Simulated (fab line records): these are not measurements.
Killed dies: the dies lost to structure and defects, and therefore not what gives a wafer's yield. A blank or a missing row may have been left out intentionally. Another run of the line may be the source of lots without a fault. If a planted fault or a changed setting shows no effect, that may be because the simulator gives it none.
Comparing a struck lot with a sound one :: flow nandHarc :: 13 steps out of a route of 1159
Sound: the wafers L596.1, L596.2, L596.3. Struck: wafers L598.3, L598.6 (left out: L598.5, a lot-mate that was not struck); the cause follows at the end.
At each step with rows: each side's tool, then ch and its chambers, then its first start. Under that, the readings that differ: sound wafers :: struck wafers :: difference of the means :: sigmas: that difference in standard deviations of wafers without a fault.
alike: same words and numbers on both sides, and readings whose means sit less than 2 such deviations apart. not compared: any withheld reading, any reading some wafer has no value for, any bound like >300 that may hide the same value, and any number with overlapping values for which the record gives no deviation.
A row with sigmas, a row that says differs or no value, or rows on one side alone: a step with any of these is where the two part. Non-overlapping numbers with no deviation appear without sigmas and do not part them. Lack of a reading on every wafer of one side parts them only where that side has two or more wafers.

first, 1 step without rows for these wafers: NHARC_A_WL_FILL_ALD_02 (deposits TiN, target thk 2 nm, pulse time 3 s, ald cycles 100).
NHARC_A_WL_FILL_CVD_03: deposits W, target thk 40 nm, time 3302 s.
  sound on cvdW-01 ch 0,1, day 17 16:51; struck on cvdW-01 ch 1, day 17 22:38
  alike: heaterPowerW, throttleValvePct
  not compared: sinceWetCleanH
NHARC_A_WL_FILL_ETCHBACK_04: etches the open film in NF3, target depth 60 nm, time 120 s.
  sound on rieMetal-03 ch 0,1, day 17 20:10; struck on rieMetal-01 ch 0, day 18 01:02
  alike: drypumpMotorCurrentA, oesProductAu, runLengthS
  not compared: rfHoursCounterH
NHARC_A_WL_FILL_ETCHBACK_05: etches the open film in Cl2/BCl3, target depth 22 nm, time 60 s.
  sound on rieMetal-03 ch 0,1, day 17 20:25; struck on rieMetal-01 ch 0, day 18 01:14
  alike: drypumpMotorCurrentA, oesProductAu, runLengthS, tempC
  not compared: rfHoursCounterH
NHARC_A_WL_FILL_STRIP_27: strips in N2/H2, time 20 s.
  sound on plasmaAsher-02 ch 0,1, day 17 20:32; struck on plasmaAsher-02 ch 0, day 18 01:25
  alike: drypumpMotorCurrentA, heaterPowerW, tempC
  not compared: rfHoursCounterH
then, 5 steps without rows for these wafers: NHARC_A_WL_FILL_STRIP_28 (strips in post etch residue remover, time 1200 s); NHARC_A_WL_FILL_PRECLEAN_06 (cleans in DIW, time 300 s); NHARC_A_WL_FILL_SRD_07; NHARC_A_WL_FILL_ANNEAL_08 (time 1800 s); NHARC_A_WL_FILL_ALD_10 (deposits SiO2, target thk 50 nm, pulse time 10 s, ald cycles 500).
NHARC_A_WL_FILL_ETCHBACK_16: etches the open film in C4F8/O2/Ar, target depth 88 nm, time 17.6 s.
  sound on rieDiel-09 ch 0,2,3, day 18 06:46; struck on rieDiel-02 ch 1,3, day 18 11:51
reading: oesProductAu (a.u.)
sound: 0.92 0.94 0.92
struck: 1.01 0.98
difference: +0.07
sigmas: +2

reading: runLengthS (s)
sound: 39.3 38.8 39.5
struck: 23.9 24.6
difference: -14.9
sigmas: -31
  alike: rfVppV
  not compared: rfHoursCounterH
NHARC_A_WL_FILL_STRIP_29: strips in O2, time 20 s.
  sound on rieDiel-09 ch 0,2,3, day 18 06:53; struck on rieDiel-02 ch 2,3, day 18 11:56
  alike: drypumpMotorCurrentA, oesProductAu, rfVppV, showerheadPlenumPTorr, throttleValvePct
  not compared: rfHoursCounterH
-- the record jumps here: 4 days lie between the struck wafers' starts before and after (it left off in module A_WL_FILL and takes up again in module END, whose first step shown is number 1159 of the route) --
NHARC_END_SORT_01:
  at this point the record logs the struck wafers (prober-02 ch 0, day 22 01:47) and has no rows for the sound ones

WHERE THEY PART
At NHARC_A_WL_FILL_ETCHBACK_16 first; at NHARC_END_SORT_01 last (within this record only).

WHY: whatever the simulator had introduced
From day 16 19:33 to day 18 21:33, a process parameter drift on rieDiel-02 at NHARC_A_WL_FILL_ETCHBACK_16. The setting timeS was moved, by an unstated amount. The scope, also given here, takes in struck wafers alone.
